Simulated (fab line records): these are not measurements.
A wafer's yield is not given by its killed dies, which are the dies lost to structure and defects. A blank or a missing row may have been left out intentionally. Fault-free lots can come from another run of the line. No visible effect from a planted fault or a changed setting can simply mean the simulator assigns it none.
2 desks looking at one fault	flow nand_harc	every desk sees just its own numbers, and what lay behind them comes last

== THE METROLOGY DESK ==
What the gauges read, lot by lot, whatever tool the lot ran on: means of the sampled wafers that have a number. A lot is out of limits, marked OUT, if its mean lies more than 4 standard deviations from the usual mean; the brackets give that distance.
Columns: A = cd_nm at NHARC_A_M0_CD_MEAS_09, usual 80.1 nm
lot	first seen here	A
L520	day 17 23:00	81.4
L521	day 17 23:38	80.1
L523	day 18 08:57	79.7
L524	day 18 14:54	79.6
L527	day 19 09:55	80.0
L528	day 19 17:25	80.5
L529	day 19 17:51	79.9
L530	day 20 01:31	80.0
L536	day 21 14:35	75.8 (-7.5) OUT
L537	day 21 18:54	76.5 (-6.1) OUT
L542	day 22 18:10	80.0
This desk finds L536, L537 out of limits, L536 being first, at day 21 14:35 (cd_nm at NHARC_A_M0_CD_MEAS_09). L520, L521, L523, L524, L527, L528, L529, L530, L542: within limits.

== DESK OF THE TOOL OWNER: arfi_scanner-02 ==
The tool's own readings at NHARC_A_M0_EXPOSE_06 (exposes mask A M0, target cd 80 nm): means of the sampled wafers that have a number, for each lot that ran on this tool. A lot is out of limits, marked OUT, if its mean lies more than 4 standard deviations from the usual mean; the brackets give that distance.
Columns: A = exposure_dose_mJ_cm2 at NHARC_A_M0_EXPOSE_06, usual 83.24; B = reticle_temp_C at NHARC_A_M0_EXPOSE_06, usual 23.02 C; C = stage_vel_mm_s at NHARC_A_M0_EXPOSE_06, usual 499.96 mm/s
lot	first seen here	A	B	C
L521	day 17 23:30	83.24	23.08	500.04
L523	day 18 08:49	83.31	23.11	499.88
L527	day 19 09:47	83.31	22.96	499.80
L529	day 19 17:43	83.23	22.79	500.22
L536	day 21 14:27	77.68 (-68) OUT	22.92	499.92
L537	day 21 18:46	78.77 (-54) OUT	22.99	499.85
This desk finds L536, L537 out of limits, L536 being first, at day 21 14:27 (exposure_dose_mJ_cm2 at NHARC_A_M0_EXPOSE_06). L521, L523, L527, L529: within limits.

== PUT TOGETHER ==
On L536, L537, at day 21 14:27, an alarm was possible from the tool owner's desk.
The metrology desk could have raised an alarm at day 21 14:35, on L536, L537.
All the named lots went through NHARC_A_M0_EXPOSE_06 on arfi_scanner-02.

== WHAT HAD BEEN PUT IN BY THE SIMULATOR ==
Drift in process parameters on arfi_scanner-02 at NHARC_A_M0_EXPOSE_06, starting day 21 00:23. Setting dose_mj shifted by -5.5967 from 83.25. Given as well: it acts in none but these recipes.
Shown lots that were struck: L536, L537.
Counting hours from when the fault started, the first reading out of limits came at 14 for the tool owner's desk and at 14 for the metrology desk.
